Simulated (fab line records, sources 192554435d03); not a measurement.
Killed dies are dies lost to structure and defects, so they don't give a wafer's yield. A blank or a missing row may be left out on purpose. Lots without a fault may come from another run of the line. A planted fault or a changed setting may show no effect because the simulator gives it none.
fab line records | flow n5_finfet
record lots=21 wafers=63 last_day=17
route steps=1938 shown BEOL_M3@1007 BEOL_M4@1039
lots that met no fault: from a run of the same line without faults
start_h: hours from the record's first day to the start of the lot's first wafer shown | wait_h: hours since the lot's step before | " the same as in the row above | L1.1+2: a row that stands for several wafers | - no value, or no start given | * or withheld: withheld | < > ~ a bound
route shown NAME@n: a module of which the file shows steps, and the number in the route of the first | usual: mean/standard deviation of fault-free wafers | same: alike in all rows | chamber/n: place in a boat | sites: the reading at each site | _std_site: their standard deviation | _edge_site: outer sites' mean less inner sites' | radius_mm: how far each site lies from the wafer's centre | mask NAME#n: copy n | behind: the tool/chamber that last shaped the wafer | hold: why the lot was held/for how many hours/how that ended | device: the transistor (n, p or np) that didn't switch | end of line: the same wafers' tests at the end of the route | a step without rows: its recipe alone | killed: dies lost to structure and defects at the first sort, not the wafer's yield | map: a wafer's dies, x killed, . not, _ none there
set.NAME: the setting as run; set.NAME@STEP: as run at that earlier step | model.NAME: the simulator's own value behind a step, which no gauge read
steps of the route over a sample of lots; a table a step, a row a wafer
services: from which hour (start_h, from the record's first day; less than 0 if before it) a tool's chamber was out of use, for how many hours, and why
## steps
# step N5_BEOL_M3_ANNEAL_93
# recipe temp_c=400 time_s=240 ambient=vacuum
# usual heater_power_w=806/90
# columns lot.wafer tool chamber start_h wait_h heater_power_w
L074.1 pvd_sputter-03 - 159.98 0.0 686
L074.3 " - " " 814
L074.4 " - " " 776
L075.2 pvd_sputter-02 - 160.19 0.0 1037
L075.5 " - " " 765
L075.6 " - " " 1030
L077.1 pvd_sputter-01 - 164.30 0.0 782
L077.4 " - " " 790
L077.5 " - " " 793
L076.1 pvd_sputter-03 - 171.20 0.0 691
L076.2 " - " " 809
L076.4 " - " " 769
L078.3 pvd_sputter-03 - 177.37 0.0 828
L078.4 " - " " 762
L078.5 " - " " 779
L079.1 pvd_sputter-02 - 182.64 0.0 751
L079.3 " - " " 1029
L079.4 " - " " 760
L081.1 pvd_sputter-01 - 197.18 0.0 720
L081.3 " - " " 794
L081.4 " - " " 782
L082.2 pvd_sputter-02 - 215.39 0.0 775
L082.4 " - " " 783
L082.5 " - " " 1038
L083.1 pvd_sputter-01 - 218.79 0.0 772
L083.4 " - " " 774
L083.5 " - " " 939
L084.1 pvd_sputter-03 - 220.89 0.0 686
L084.5 " - " " 684
L084.6 " - " " 845
L085.2 pvd_sputter-03 - 231.56 0.0 757
L085.3 " - " " 688
L085.4 " - " " 855
L086.1 pvd_sputter-01 - 235.08 0.0 791
L086.3 " - " " 734
L086.5 " - " " 768
L087.1 pvd_sputter-01 - 237.84 0.0 775
L087.5 " - " " 758
L087.6 " - " " 731
L088.1 pvd_sputter-03 - 240.02 0.0 682
L088.2 " - " " 843
L088.5 " - " " 780
L089.1 pvd_sputter-03 - 247.78 0.0 825
L089.4 " - " " 815
L089.5 " - " " 755
L090.2 pvd_sputter-03 - 252.41 0.0 817
L090.3 " - " " 667
L090.5 " - " " 819
L092.2 pvd_sputter-01 - 269.63 0.0 792
L092.4 " - " " 725
L092.5 " - " " 738
L093.3 pvd_sputter-02 - 272.94 0.0 747
L093.5 " - " " 733
L093.6 " - " " 1006
L094.2 pvd_sputter-01 - 279.24 0.0 732
L094.3 " - " " 782
L094.5 " - " " 796
L096.2 pvd_sputter-01 - 288.30 0.0 947
L096.4 " - " " 788
L096.5 " - " " 937
L097.3 pvd_sputter-01 - 301.12 0.0 961
L097.5 " - " " 936
L097.6 " - " " 731
# step N5_BEOL_M4_ETCH_63
# recipe chemistry=CF4 target=SiARC target_depth_a=156 mask_material=CAR-EUV time_s=26 ion_energy_ev=80 pressure_mtorr=40 source_w=545 bias_w=36 Ar_flow_sccm=100 cf4_flow_sccm=100 ends=cleared
# usual drypump_motor_current_A=5.9/0.46 etch_rf_on_time_s=26.3/0.54 mfc_ar_sccm=100.0/0.3 oes_product_au=0.65/0.052 rf_vpp_V=184.0/0.98 showerhead_plenum_p_Torr=2.15/0.055 throttle_valve_pct=15.72/0.2
# columns lot.wafer tool chamber start_h wait_h drypump_motor_current_A etch_rf_on_time_s mfc_ar_sccm oes_product_au rf_hours_counter_h rf_vpp_V showerhead_plenum_p_Torr throttle_valve_pct
L074.1 rie_diel-02 2 163.25 0.0 6.6 26.1 100.1 0.64 169 184.6 2.23 16.01
L074.3 " 3 " " 5.2 26.2 99.8 0.61 189 184.2 2.15 15.61
L074.4 " 0 " " 6.2 26.7 100.0 0.77 18 183.5 2.20 15.52
L075.2 rie_diel-01 3 163.31 0.0 6.7 26.7 100.2 0.60 224 184.8 2.20 15.98
L075.5 " 0 " " 5.9 26.8 100.2 0.62 - 183.1 2.05 15.45
L075.6 " 3 " " 6.6 26.8 100.2 0.60 - 184.6 2.20 15.95
L077.1 rie_diel-01 1 167.03 0.0 6.1 25.7 99.6 0.73 68 186.3 2.18 15.73
L077.4 " 0 " " 5.9 26.8 100.0 0.62 165 182.9 2.05 15.45
L077.5 " 1 " " 6.1 25.7 99.7 0.73 - 184.8 2.18 15.71
L076.1 rie_diel-02 1 175.74 0.0 5.8 25.7 100.0 0.66 154 183.4 2.14 15.75
L076.2 " 3 " " 5.2 26.1 100.6 0.61 195 184.2 2.15 15.60
L076.4 " 0 " " 6.2 26.5 100.3 0.76 24 184.4 2.19 15.52
L078.3 rie_diel-01 0 179.76 0.0 5.9 26.7 100.0 0.62 170 185.5 2.04 15.46
L078.4 " 1 " " 6.2 25.4 100.4 0.73 73 184.3 2.18 15.72
L078.5 " 2 " " 5.6 26.8 100.1 0.66 - 185.2 2.06 15.60
L079.1 rie_diel-04 0 186.07 0.0 5.3 25.7 99.6 0.61 209 183.8 2.12 15.63
L079.3 " 2 " " 5.9 26.0 99.8 0.68 100 183.4 2.15 15.32
L079.4 " 1 " " 5.6 25.1 99.9 0.71 - 184.0 2.16 15.69
L081.1 rie_diel-04 2 199.65 0.0 6.0 26.7 100.0 0.66 108 183.3 2.15 15.32
L081.3 " 1 " " 5.6 25.5 99.9 0.69 - 184.3 2.16 15.74
L081.4 " 2 " " 6.0 26.6 100.0 0.66 - 184.5 2.15 15.34
L082.2 rie_diel-01 0 219.13 0.0 5.9 27.3 100.6 0.61 186 181.5 2.04 15.49
L082.4 " 2 " " 5.6 27.2 99.7 0.65 124 182.9 2.05 15.64
L082.5 " 2 " " 5.6 27.2 100.7 0.64 - 181.9 2.05 15.64
L083.1 rie_diel-01 1 223.04 0.0 6.2 26.3 100.7 0.70 91 183.7 2.17 15.76
L083.4 " 2 " " 5.6 27.2 100.2 0.64 126 182.6 2.05 15.63
L083.5 " 3 " " 6.7 27.1 99.6 0.58 - 186.0 2.20 16.01
L084.1 rie_diel-02 3 223.79 0.0 5.2 26.3 100.2 0.59 208 182.6 2.14 15.64
L084.5 " 1 " " 5.9 25.7 100.5 0.65 - 182.0 2.13 15.78
L084.6 " 0 " " 6.2 26.7 100.2 0.74 - 184.7 2.19 15.54
L085.2 rie_diel-01 0 234.42 0.0 5.9 27.2 100.1 0.61 192 183.4 2.04 15.51
L085.3 " 2 " " 5.6 27.1 100.1 0.63 130 183.0 2.05 15.66
L085.4 " 3 " " 6.7 26.8 99.7 0.59 252 184.6 2.19 16.02
L086.1 rie_diel-02 2 239.38 0.0 6.7 25.9 99.8 0.63 192 183.2 2.22 16.05
L086.3 " 0 " " 6.2 26.7 99.8 0.74 43 183.9 2.19 15.57
L086.5 " 1 " " 5.8 25.8 100.0 0.65 - 183.1 2.13 15.78
L087.1 rie_diel-01 1 242.06 0.0 6.2 26.1 100.0 0.70 98 184.3 2.17 15.78
L087.5 " 0 " " 5.9 27.4 100.4 0.60 - 183.3 2.04 15.50
L087.6 " 3 " " 6.7 26.8 100.4 0.58 - 184.1 2.19 16.02
L088.1 rie_diel-01 1 243.19 0.0 6.2 25.8 99.6 0.70 98 183.4 2.17 15.78
L088.2 " 0 " " 5.9 27.0 99.6 0.61 195 182.8 2.04 15.51
L088.5 " 0 " " 5.9 26.9 99.8 0.61 - 181.9 2.04 15.50
L089.1 rie_diel-02 2 250.62 0.0 6.6 25.9 99.6 0.62 195 185.1 2.22 16.06
L089.4 " 0 " " 6.1 26.5 100.1 0.73 46 185.6 2.19 15.58
L089.5 " 0 " " 6.2 26.7 100.0 0.73 - 183.5 2.19 15.57
L090.2 rie_diel-02 0 255.22 0.0 6.1 26.8 100.3 0.72 47 185.8 2.19 15.56
L090.3 " 1 " " 5.8 25.8 100.1 0.65 176 183.9 2.13 15.79
L090.5 " 1 " " 5.8 25.9 100.1 0.64 - 183.8 2.13 15.79
L092.2 rie_diel-04 0 274.30 0.0 5.3 26.3 100.0 0.59 237 183.9 2.11 15.70
L092.4 " 2 " " 5.9 26.5 99.4 0.64 136 184.0 2.14 15.39
L092.5 " 0 " " 5.3 26.0 100.1 0.60 - 183.0 2.11 15.68
L093.3 rie_diel-02 3 275.71 0.0 5.2 26.3 100.3 0.59 224 183.9 2.14 15.67
L093.5 " 1 " " 5.8 25.9 100.0 0.64 - 183.7 2.13 15.81
L093.6 " 0 " " 6.1 26.3 99.6 0.72 - 183.7 2.18 15.58
L094.2 rie_diel-04 1 281.68 0.0 5.6 25.4 100.0 0.67 127 183.8 2.15 15.78
L094.3 " 0 " " 5.3 25.7 99.6 0.59 240 184.8 2.11 15.69
L094.5 " 0 " " 5.3 25.8 100.0 0.59 - 183.1 2.11 15.69
L096.2 rie_diel-02 0 292.01 0.0 6.2 26.6 100.2 0.71 62 184.0 2.18 15.60
L096.4 " 1 " " 5.8 26.0 100.2 0.63 191 184.3 2.13 15.83
L096.5 " 3 " " 5.2 26.3 99.9 0.58 - 182.8 2.13 15.70
L097.3 rie_diel-04 0 304.21 0.0 5.3 26.2 100.7 0.58 251 183.3 2.11 15.73
L097.5 " 2 " " 6.0 26.7 100.2 0.62 - 184.6 2.14 15.42
L097.6 " 0 " " 5.3 26.2 100.6 0.57 - 183.3 2.11 15.71
# step N5_BEOL_M4_STRIP_19
# recipe chemistry=O2 power_w=400 temp_c=40 pressure_mtorr=30 rf_frequency_hz=6e+07 bias_power_w=0 overash_fraction=0.2 o2_flow_sccm=225
# usual drypump_motor_current_A=5.8/0.43 oes_product_au=0.78/0.08 rf_vpp_V=3.7/0.47 showerhead_plenum_p_Torr=2.10/0.048 throttle_valve_pct=16.74/0.21
# columns lot.wafer tool chamber start_h wait_h drypump_motor_current_A oes_product_au rf_hours_counter_h rf_vpp_V showerhead_plenum_p_Torr throttle_valve_pct
L074.1 rie_diel-02 1 163.56 0.1 5.8 0.77 152 3.2 2.10 16.83
L074.3 " 3 " " 5.2 0.71 189 4.6 2.10 16.63
L074.4 " 0 " " 6.1 0.91 18 4.5 2.15 16.56
L075.2 rie_diel-04 2 163.63 0.1 5.9 0.79 90 4.0 2.10 16.30
L075.5 " 2 " " 6.0 0.80 - 3.6 2.10 16.31
L075.6 " 3 " " 5.6 0.69 - 3.1 2.16 17.12
L077.1 rie_diel-02 3 167.34 0.1 5.2 0.72 190 4.1 2.10 16.63
L077.4 " 2 " " 6.6 0.75 170 4.2 2.19 17.08
L077.5 " 3 " " 5.2 0.72 - 3.8 2.10 16.63
L076.1 rie_diel-01 0 176.08 0.1 5.9 0.75 169 4.2 1.99 16.48
L076.2 " 1 " " 6.2 0.85 72 3.8 2.14 16.82
L076.4 " 3 " " 6.7 0.70 229 4.1 2.16 17.01
L078.3 rie_diel-04 0 180.07 0.1 5.3 0.71 206 3.6 2.07 16.65
L078.4 " 1 " " 5.5 0.82 - 3.6 2.11 16.73
L078.5 " 2 " " 6.0 0.80 - 3.6 2.10 16.32
L079.1 rie_diel-01 0 186.41 0.1 5.9 0.74 174 3.0 1.99 16.48
L079.3 " 1 " " 6.2 0.85 76 4.0 2.14 16.85
L079.4 " 2 " " 5.6 0.78 109 3.6 2.03 16.79
L081.1 rie_diel-02 1 200.12 0.2 5.8 0.76 157 3.7 2.09 16.84
L081.3 " 3 " " 5.2 0.71 199 3.3 2.09 16.64
L081.4 " 2 " " 6.6 0.75 178 3.9 2.18 17.08
L082.2 rie_diel-04 1 219.47 0.1 5.6 0.80 105 3.1 2.10 16.76
L082.4 " 2 " " 6.0 0.78 116 3.5 2.09 16.36
L082.5 " 3 " " 5.6 0.98 - 4.5 2.16 16.72
L083.1 rie_diel-04 1 223.36 0.1 5.6 0.80 106 4.1 2.10 16.75
L083.4 " 2 " " 6.0 0.77 118 3.1 2.09 16.36
L083.5 " 1 " " 5.6 0.79 - 3.9 2.10 16.77
L084.1 rie_diel-04 3 224.13 0.1 5.6 0.98 6 3.4 2.16 16.73
L084.5 " 2 " " 5.9 0.78 - 3.2 2.09 16.37
L084.6 " 1 " " 5.5 0.80 - 3.3 2.10 16.77
L085.2 rie_diel-02 1 234.76 0.1 5.8 0.76 170 3.8 2.09 16.88
L085.3 " 3 " " 5.2 0.70 212 4.3 2.09 16.66
L085.4 " 0 " " 6.2 0.87 41 4.4 2.14 16.61
L086.1 rie_diel-02 0 239.70 0.1 6.2 0.86 43 3.4 2.14 16.59
L086.3 " 3 " " 5.2 0.70 213 3.4 2.09 16.67
L086.5 " 1 " " 5.8 0.75 - 4.2 2.09 16.87
L087.1 rie_diel-02 2 242.38 0.1 6.6 0.73 193 5.3 2.18 17.11
L087.5 " 3 " " 5.2 0.69 - 3.7 2.09 16.65
L087.6 " 0 " " 6.2 0.85 - 3.0 2.14 16.62
L088.1 rie_diel-01 0 243.54 0.1 5.9 0.73 195 3.0 1.98 16.52
L088.2 " 2 " " 5.6 0.74 133 4.1 2.02 16.83
L088.5 " 1 " " 6.2 0.82 - 3.8 2.13 16.90
L089.1 rie_diel-04 3 250.93 0.1 5.6 0.95 15 3.1 2.15 16.75
L089.4 " 2 " " 6.0 0.76 127 3.9 2.09 16.38
L089.5 " 3 " " 5.6 0.94 - 3.8 2.15 16.75
L090.2 rie_diel-04 1 255.53 0.1 5.5 0.79 117 3.5 2.10 16.78
L090.3 " 3 " " 5.6 0.93 17 3.8 2.15 16.76
L090.5 " 3 " " 5.6 0.94 - 3.3 2.15 16.75
L092.2 rie_diel-01 3 274.70 0.1 6.7 1.01 1 3.5 2.15 16.60
L092.4 " 0 " " 5.9 0.72 209 3.6 1.98 16.54
L092.5 " 3 " " 6.7 1.01 - 4.0 2.15 16.60
L093.3 rie_diel-02 1 276.07 0.1 5.9 0.74 183 4.0 2.09 16.89
L093.5 " 0 " " 6.2 0.84 - 3.5 2.14 16.62
L093.6 " 1 " " 5.8 0.74 - 4.4 2.09 16.90
L094.2 rie_diel-04 0 282.29 0.4 5.3 0.68 240 4.6 2.06 16.72
L094.3 " 1 " " 5.6 0.78 127 3.7 2.09 16.80
L094.5 " 1 " " 5.5 0.77 - 3.9 2.09 16.82
L096.2 rie_diel-04 0 292.33 0.1 5.3 0.67 246 3.8 2.05 16.72
L096.4 " 1 " " 5.5 0.77 133 4.4 2.09 16.81
L096.5 " 3 " " 5.6 0.91 - 4.0 2.15 16.79
L097.3 rie_diel-02 1 304.53 0.1 5.8 0.73 197 3.6 2.08 16.92
L097.5 " 1 " " 5.8 0.73 - 3.0 2.08 16.93
L097.6 " 0 " " 6.2 0.82 - 4.1 2.13 16.66
# step N5_BEOL_M4_INSPECT_30
# recipe mode=adi inspect_instrument=brightfield
# usual raw_defect_count=468/98
# columns lot.wafer tool chamber start_h wait_h raw_defect_count
L074.1 defect_inspect-02 - 164.04 0.1 635
L074.3 " - " " 651
L074.4 " - " " 481
L075.2 defect_inspect-01 - 164.23 0.0 299
L075.5 " - " " 278
L075.6 " - " " 352
L077.1 defect_inspect-02 - 167.82 0.1 530
L077.4 " - " " 525
L077.5 " - " " 526
L076.1 defect_inspect-02 - 176.68 0.1 397
L076.2 " - " " 426
L076.4 " - " " 767
L078.3 defect_inspect-02 - 180.67 0.0 535
L078.4 " - " " 492
L078.5 " - " " 354
L079.1 defect_inspect-02 - 187.01 0.1 540
L079.3 " - " " 478
L079.4 " - " " 587
L081.1 defect_inspect-01 - 200.60 0.1 425
L081.3 " - " " 422
L081.4 " - " " 448
L082.2 defect_inspect-01 - 220.08 0.0 533
L082.4 " - " " 296
L082.5 " - " " 366
L083.1 defect_inspect-02 - 223.83 0.1 445
L083.4 " - " " 643
L083.5 " - " " 400
L084.1 defect_inspect-01 - 224.74 0.1 449
L084.5 " - " " 422
L084.6 " - " " 513
L085.2 defect_inspect-01 - 235.24 0.0 373
L085.3 " - " " 312
L085.4 " - " " 353
L086.1 defect_inspect-01 - 240.17 0.1 401
L086.3 " - " " 622
L086.5 " - " " 712
L087.1 defect_inspect-02 - 242.85 0.1 618
L087.5 " - " " 501
L087.6 " - " " 467
L088.1 defect_inspect-01 - 244.02 0.1 455
L088.2 " - " " 490
L088.5 " - " " 441
L089.1 defect_inspect-01 - 251.53 0.1 451
L089.4 " - " " 462
L089.5 " - " " 285
L090.2 defect_inspect-02 - 256.10 0.0 538
L090.3 " - " " 409
L090.5 " - " " 413
L092.2 defect_inspect-02 - 275.30 0.0 552
L092.4 " - " " 441
L092.5 " - " " 719
L093.3 defect_inspect-01 - 276.67 0.0 545
L093.5 " - " " 477
L093.6 " - " " 665
L094.2 defect_inspect-01 - 282.89 0.0 418
L094.3 " - " " 447
L094.5 " - " " 451
L096.2 defect_inspect-01 - 292.81 0.0 382
L096.4 " - " " 490
L096.5 " - " " 484
L097.3 defect_inspect-01 - 305.01 0.0 478
L097.5 " - " " 422
L097.6 " - " " 448
# step N5_BEOL_M4_ETCH_70
# recipe chemistry=N2/H2 target=SOC target_depth_a=800 overetch_a=240 mask_material=SiARC temp_c=40 time_s=130 ion_energy_ev=200 pressure_mtorr=30 source_w=840 bias_w=150 n2_flow_sccm=200 h2_flow_sccm=200
# usual drypump_motor_current_A=5.9/0.44 h2_flow_sccm=200.1/0.56 oes_product_au=0.57/0.05 rf_vpp_V=524.1/1.8 showerhead_plenum_p_Torr=2.54/0.056 throttle_valve_pct=17.85/0.21
# columns lot.wafer tool chamber start_h wait_h drypump_motor_current_A h2_flow_sccm oes_product_au rf_hours_counter_h rf_vpp_V showerhead_plenum_p_Torr throttle_valve_pct
L074.1 rie_diel-04 0 171.02 0.0 5.3 199.3 0.52 202 523.5 2.53 17.82
L074.3 " 2 " " 6.0 199.5 0.58 93 523.9 2.56 17.55
L074.4 " 1 " " 5.6 199.5 0.60 80 525.1 2.57 17.97
L075.2 rie_diel-01 1 171.15 0.0 6.2 199.7 0.63 70 524.4 2.59 17.99
L075.5 " 3 " " 6.7 200.9 0.52 - 527.5 2.60 17.94
L075.6 " 2 " " 5.6 200.5 0.57 - 521.1 2.46 18.02
L077.1 rie_diel-02 3 175.27 0.0 5.2 201.1 0.52 195 524.2 2.52 17.61
L077.4 " 2 " " 6.6 199.7 0.55 174 526.2 2.64 18.17
L077.5 " 3 " " 5.2 200.3 0.53 - 524.9 2.52 17.61
L076.1 rie_diel-01 0 177.91 0.0 5.9 200.8 0.55 170 521.5 2.43 17.79
L076.2 " 3 " " 6.7 199.8 0.53 229 525.1 2.60 17.97
L076.4 " 2 " " 5.6 200.4 0.58 106 522.1 2.46 18.02
L078.3 rie_diel-04 1 194.42 0.1 5.6 199.7 0.59 - 523.9 2.57 17.98
L078.4 " 2 " " 6.0 199.8 0.58 - 524.9 2.56 17.54
L078.5 " 1 " " 5.6 199.9 0.59 - 524.9 2.57 17.97
L079.1 rie_diel-02 2 197.86 0.0 6.6 199.3 0.55 177 527.5 2.64 18.18
L079.3 " 3 " " 5.2 200.0 0.52 198 523.8 2.52 17.62
L079.4 " 1 " " 5.8 200.2 0.57 157 523.4 2.52 17.78
L081.1 rie_diel-04 3 210.59 0.0 5.6 200.1 0.73 1 525.4 2.59 17.61
L081.3 " 0 " " 5.3 199.7 0.52 214 523.2 2.52 17.83
L081.4 " 1 " " 5.6 199.7 0.59 100 524.9 2.57 18.00
L082.2 rie_diel-02 1 222.42 0.0 5.8 199.9 0.56 165 525.8 2.52 17.79
L082.4 " 3 " " 5.2 199.9 0.52 207 523.2 2.51 17.64
L082.5 " 2 " " 6.6 199.1 0.54 - 527.7 2.63 18.20
L083.1 rie_diel-02 0 229.25 0.0 6.2 199.1 0.63 38 523.8 2.59 17.63
L083.4 " 3 " " 5.2 201.1 0.52 209 524.2 2.51 17.63
L083.5 " 2 " " 6.7 200.2 0.54 - 526.9 2.63 18.19
L084.1 rie_diel-01 1 229.50 0.0 6.2 198.8 0.60 93 524.4 2.58 18.04
L084.5 " 0 " " 5.9 200.3 0.53 - 518.5 2.43 17.84
L084.6 " 1 " " 6.2 199.2 0.60 - 526.6 2.58 18.06
L085.2 rie_diel-04 0 240.83 0.0 5.3 199.4 0.51 225 522.7 2.52 17.86
L085.3 " 3 " " 5.6 200.8 0.71 12 525.5 2.59 17.61
L085.4 " 1 " " 5.6 199.5 0.57 112 525.4 2.56 18.02
L086.1 rie_diel-02 1 245.16 0.0 5.8 200.6 0.55 174 522.2 2.51 17.81
L086.3 " 0 " " 6.2 200.3 0.64 45 526.1 2.59 17.65
L086.5 " 0 " " 6.2 199.9 0.64 - 525.4 2.59 17.66
L088.1 rie_diel-01 2 249.32 0.0 5.6 200.6 0.56 136 520.8 2.45 18.09
L088.2 " 1 " " 6.2 200.0 0.60 101 523.7 2.57 18.05
L088.5 " 2 " " 5.6 201.0 0.56 - 522.2 2.45 18.09
L087.1 rie_diel-04 2 249.36 0.0 6.0 199.7 0.57 127 525.0 2.55 17.59
L087.5 " 1 " " 5.5 199.5 0.57 - 524.1 2.56 18.02
L087.6 " 0 " " 5.3 200.2 0.51 - 522.6 2.52 17.84
L089.1 rie_diel-01 0 254.50 0.0 5.9 200.0 0.54 201 519.7 2.42 17.84
L089.4 " 0 " " 5.9 200.3 0.53 - 521.5 2.42 17.86
L089.5 " 2 " " 5.6 200.3 0.56 - 522.3 2.45 18.09
L090.2 rie_diel-02 1 269.56 0.0 5.8 199.6 0.54 181 525.0 2.51 17.83
L090.3 " 0 " " 6.2 200.2 0.63 52 526.7 2.58 17.65
L090.5 " 0 " " 6.1 200.5 0.62 - 525.8 2.58 17.65
L092.2 rie_diel-04 1 276.49 0.0 5.5 199.5 0.57 125 523.9 2.56 18.04
L092.4 " 0 " " 5.3 200.4 0.50 238 522.2 2.51 17.86
L092.5 " 0 " " 5.3 200.6 0.51 - 523.6 2.51 17.86
L093.3 rie_diel-02 0 279.73 0.0 6.2 199.9 0.63 55 525.8 2.58 17.67
L093.5 " 0 " " 6.2 199.6 0.63 - 525.1 2.58 17.65
L093.6 " 3 " " 5.2 201.3 0.50 - 522.6 2.50 17.66
L094.2 rie_diel-02 3 290.11 0.0 5.2 201.4 0.50 231 522.9 2.50 17.67
L094.3 " 0 " " 6.2 200.4 0.61 60 524.3 2.58 17.68
L094.5 " 3 " " 5.2 201.2 0.50 - 521.8 2.50 17.67
L096.2 rie_diel-04 0 296.44 0.0 5.3 199.6 0.50 248 522.1 2.51 17.89
L096.4 " 1 " " 5.6 199.3 0.57 - 525.5 2.55 18.05
L096.5 " 0 " " 5.3 200.2 0.50 - 522.8 2.51 17.89
L097.3 rie_diel-01 2 305.96 0.0 5.6 200.8 0.55 153 520.6 2.44 18.10
L097.5 " 2 " " 5.6 200.6 0.55 - 520.7 2.44 18.11
L097.6 " 3 " " 6.7 199.9 0.72 - 524.4 2.58 17.55
# step N5_BEOL_M4_ETCH_41
# recipe chemistry=CH3F/O2 target=SiCN target_depth_a=299 taper_deg=2 time_s=52.5 ion_energy_ev=120 mask_material=TiN pressure_mtorr=30 source_w=395 bias_w=75 Ar_flow_sccm=150 CH3F_flow_sccm=30 O2_flow_sccm=20
# usual drypump_motor_current_A=5.9/0.44 mfc_ar_sccm=150.0/0.44 oes_product_au=0.77/0.07 rf_vpp_V=297.3/1.3 showerhead_plenum_p_Torr=2.01/0.052 throttle_valve_pct=16.44/0.2
# columns lot.wafer tool chamber start_h wait_h drypump_motor_current_A mfc_ar_sccm oes_product_au rf_hours_counter_h rf_vpp_V showerhead_plenum_p_Torr throttle_valve_pct
L074.1 rie_diel-04 0 - - 5.3 149.8 0.70 202 295.7 1.99 16.37
L074.3 " 2 " " 6.0 149.9 0.81 93 297.7 2.02 16.03
L074.4 " 1 " " 5.5 149.3 0.83 80 296.1 2.03 16.46
L075.2 rie_diel-01 1 - - 6.2 150.6 0.86 70 298.7 2.03 16.40
L075.5 " 3 " " 6.7 149.8 0.70 - 298.7 2.06 16.68
L075.6 " 2 " " 5.6 149.9 0.77 - 295.6 1.92 16.32
L077.1 rie_diel-02 3 - - 5.2 149.6 0.71 195 295.2 2.00 16.30
L077.4 " 2 " " 6.6 150.1 0.75 174 298.3 2.10 16.79
L077.5 " 3 " " 5.2 149.9 0.70 - 296.8 2.00 16.29
L076.1 rie_diel-01 0 - - 5.9 150.4 0.73 170 296.1 1.91 16.17
L076.2 " 3 " " 6.6 150.1 0.71 229 298.5 2.06 16.67
L076.4 " 2 " " 5.6 149.8 0.77 106 295.7 1.92 16.32
L078.3 rie_diel-04 1 - - 5.6 150.1 0.80 - 297.8 2.03 16.50
L078.4 " 2 " " 6.0 150.5 0.78 - 299.1 2.02 16.07
L078.5 " 1 " " 5.5 149.8 0.81 - 298.9 2.03 16.49
L079.1 rie_diel-02 2 - - 6.6 150.3 0.74 177 300.0 2.10 16.81
L079.3 " 3 " " 5.2 150.3 0.70 198 296.5 2.00 16.31
L079.4 " 1 " " 5.8 149.6 0.77 157 297.8 2.01 16.54
L081.1 rie_diel-04 3 - - 5.6 149.2 1.01 1 297.7 2.06 16.36
L081.3 " 0 " " 5.3 150.0 0.70 214 294.7 1.99 16.40
L081.4 " 1 " " 5.5 150.3 0.80 100 297.8 2.02 16.50
L082.2 rie_diel-02 1 - - 5.8 149.1 0.76 165 297.6 2.00 16.55
L082.4 " 3 " " 5.2 151.1 0.70 207 296.8 2.00 16.33
L082.5 " 2 " " 6.6 149.9 0.73 - 299.1 2.09 16.82
L083.1 rie_diel-02 0 - - 6.2 150.4 0.87 38 297.4 2.06 16.33
L083.4 " 3 " " 5.2 150.1 0.70 210 298.1 2.00 16.33
L083.5 " 2 " " 6.6 150.3 0.74 - 297.7 2.09 16.83
L084.1 rie_diel-01 1 - - 6.2 151.0 0.82 93 298.1 2.02 16.45
L084.5 " 0 " " 5.9 150.3 0.71 - 294.6 1.90 16.23
L084.6 " 1 " " 6.2 150.1 0.82 - 296.8 2.02 16.43
L085.2 rie_diel-04 0 - - 5.3 150.3 0.69 225 296.3 1.98 16.43
L085.3 " 3 " " 5.6 150.4 0.97 12 299.0 2.06 16.40
L085.4 " 1 " " 5.5 150.7 0.79 112 299.0 2.02 16.53
L086.1 rie_diel-02 1 - - 5.8 150.2 0.74 174 296.5 2.00 16.57
L086.3 " 0 " " 6.2 149.8 0.86 45 297.8 2.05 16.34
L086.5 " 0 " " 6.2 149.7 0.85 - 298.8 2.05 16.33
L088.1 rie_diel-01 2 - - 5.6 149.6 0.75 136 295.0 1.91 16.38
L088.2 " 1 " " 6.2 149.3 0.81 101 298.1 2.02 16.48
L088.5 " 2 " " 5.6 149.4 0.75 - 296.2 1.91 16.40
L087.1 rie_diel-04 2 - - 5.9 150.5 0.77 127 298.5 2.01 16.11
L087.5 " 1 " " 5.6 149.5 0.78 - 297.6 2.02 16.54
L087.6 " 0 " " 5.3 149.7 0.68 - 297.5 1.98 16.44
L089.1 rie_diel-01 0 - - 5.9 151.2 0.71 201 295.4 1.90 16.24
L089.4 " 0 " " 5.9 150.0 0.71 - 294.8 1.90 16.23
L089.5 " 2 " " 5.6 149.9 0.75 - 295.9 1.91 16.39
L090.2 rie_diel-02 1 - - 5.8 150.1 0.75 182 297.6 2.00 16.58
L090.3 " 0 " " 6.2 150.4 0.85 52 298.9 2.05 16.34
L090.5 " 0 " " 6.1 150.5 0.85 - 297.6 2.05 16.34
L092.2 rie_diel-04 1 - - 5.6 150.1 0.79 125 296.6 2.01 16.54
L092.4 " 0 " " 5.3 150.4 0.68 238 296.3 1.98 16.45
L092.5 " 0 " " 5.3 149.9 0.68 - 296.7 1.98 16.43
L093.3 rie_diel-02 0 - - 6.2 149.5 0.84 56 298.7 2.05 16.35
L093.5 " 0 " " 6.2 149.9 0.84 - 297.8 2.05 16.35
L093.6 " 3 " " 5.2 150.0 0.68 - 296.7 1.99 16.34
L094.2 rie_diel-02 3 - - 5.2 149.7 0.67 231 296.5 1.99 16.38
L094.3 " 0 " " 6.2 149.6 0.83 61 297.7 2.05 16.36
L094.5 " 3 " " 5.2 149.4 0.68 - 297.2 1.99 16.37
L096.2 rie_diel-04 0 - - 5.3 149.5 0.67 248 297.3 1.98 16.46
L096.4 " 1 " " 5.6 150.2 0.77 - 296.7 2.01 16.56
L096.5 " 0 " " 5.3 150.0 0.68 - 296.5 1.98 16.47
L097.3 rie_diel-01 2 - - 5.6 150.7 0.72 153 295.3 1.90 16.43
L097.5 " 2 " " 5.6 150.4 0.72 - 296.1 1.90 16.41
L097.6 " 3 " " 6.6 150.1 0.99 - 298.0 2.05 16.25
## services
# columns tool chamber start_h hours kind
rie_diel-04 3 149.90 3.7 repair
rie_diel-02 2 165.11 1.6 repair
rie_diel-02 1 169.68 5.5 repair
rie_diel-04 3 174.05 - clean
rie_diel-04 3 174.05 - consumable_replace:focus_ring
rie_diel-04 3 174.05 32.0 scheduled_down
rie_diel-04 3 174.05 32.0 vent_cycle
rie_diel-02 - 176.27 14.6 pm
rie_diel-04 0 192.97 14.7 repair
pvd_sputter-02 - 205.02 2.0 repair
rie_diel-01 3 242.29 6.0 repair
pvd_sputter-01 - 246.25 3.0 repair
rie_diel-01 1 269.22 5.2 repair
rie_diel-01 - 280.26 14.6 pm
rie_diel-04 0 305.44 - clean
rie_diel-04 0 305.44 - consumable_replace:focus_ring
rie_diel-04 0 305.44 17.7 scheduled_down
rie_diel-04 0 305.44 17.7 vent_cycle
## key
fault none
